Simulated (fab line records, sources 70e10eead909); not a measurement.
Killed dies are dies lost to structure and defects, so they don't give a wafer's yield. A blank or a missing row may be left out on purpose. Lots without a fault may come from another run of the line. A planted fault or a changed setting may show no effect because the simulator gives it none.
A struck lot beside a sound one | flow nand_harc | 14 steps out of a route of 1302
Sound: wafers L682.3, L682.4, L682.6. Struck: wafers L687.2, L687.4, L687.5. The cause comes at the end.
At each step with rows: each side's tool, then ch and its chambers, then its first start. Under that, the readings that differ: sound wafers | struck wafers | difference of the means | sigmas: that difference in standard deviations of wafers without a fault.
alike: readings whose means differ by less than 2 such deviations, and words and numbers that are the same on both sides. not compared: withheld readings, readings that some wafer has no value for, bounds like >300 that may hide the same value, and numbers for which the record gives no deviation and whose values overlap.
The two part at a step that has a row with sigmas, a row that says differs or no value, or rows on one side only. Numbers that don't overlap but have no deviation are shown without sigmas and don't part them. A reading that every wafer of one side lacks parts them only if that side has two wafers or more.

NHARC_A_M1_DEP_33: deposits SiCN, target thk 30 nm.
  sound on pecvd-04 ch 0,1,2, day 26 01:44; struck on pecvd-04 ch 0,2, day 28 01:32
  alike: chamber_pressure_Torr, heater_power_w
NHARC_A_BONDPAD_DEP_00: deposits SiCN, target thk 250 nm.
  sound on pecvd-03 ch 0,2, day 26 02:22; struck on pecvd-03 ch 0,1,2, day 28 02:08
  alike: chamber_pressure_Torr, heater_power_w
NHARC_A_BONDPAD_CMP_29: polishes SiCN, target thk 200 nm.
  sound on cmp-03 ch 0,2,3, day 26 02:43; struck on cmp-04 ch 0,1,2, day 28 02:33
  alike: motor_current_A
NHARC_A_BONDPAD_THK_MEAS_30: measures by ellipsometry.
  sound on film_metro-01, day 26 02:56; struck on film_metro-01, day 28 02:45
  alike: thk_nm
then, 8 steps without rows for these wafers: NHARC_A_BONDPAD_SRD_31; NHARC_A_BONDPAD_DEHYDRATE_01 (time 120 s); NHARC_A_BONDPAD_HMDS_02 (time 30 s); NHARC_A_BONDPAD_COAT_33 (time 65 s); NHARC_A_BONDPAD_COAT_03 (resist thk 600 nm); NHARC_A_BONDPAD_SOFTBAKE_04 (time 70 s); NHARC_A_BONDPAD_EBR_05; NHARC_A_BONDPAD_EXPOSE_06 (exposes mask A BPAD).
NHARC_A_BONDPAD_PEB_07: peb time 80 s.
  sound on litho_track-02 ch 0, day 26 03:25; struck on litho_track-07, day 28 03:14
  no value came back on the struck wafers for chill_plate_temp_C (C), exhaust_pa (Pa); on the sound wafers chill_plate_temp_C (C) reads 23.04 22.87 22.96
then, 1 step without rows for these wafers: NHARC_A_BONDPAD_DEVELOP_08 (time 50 s).

WHERE THEY PART
Only at NHARC_A_BONDPAD_PEB_07, within this record.

WHY: what the simulator had put in
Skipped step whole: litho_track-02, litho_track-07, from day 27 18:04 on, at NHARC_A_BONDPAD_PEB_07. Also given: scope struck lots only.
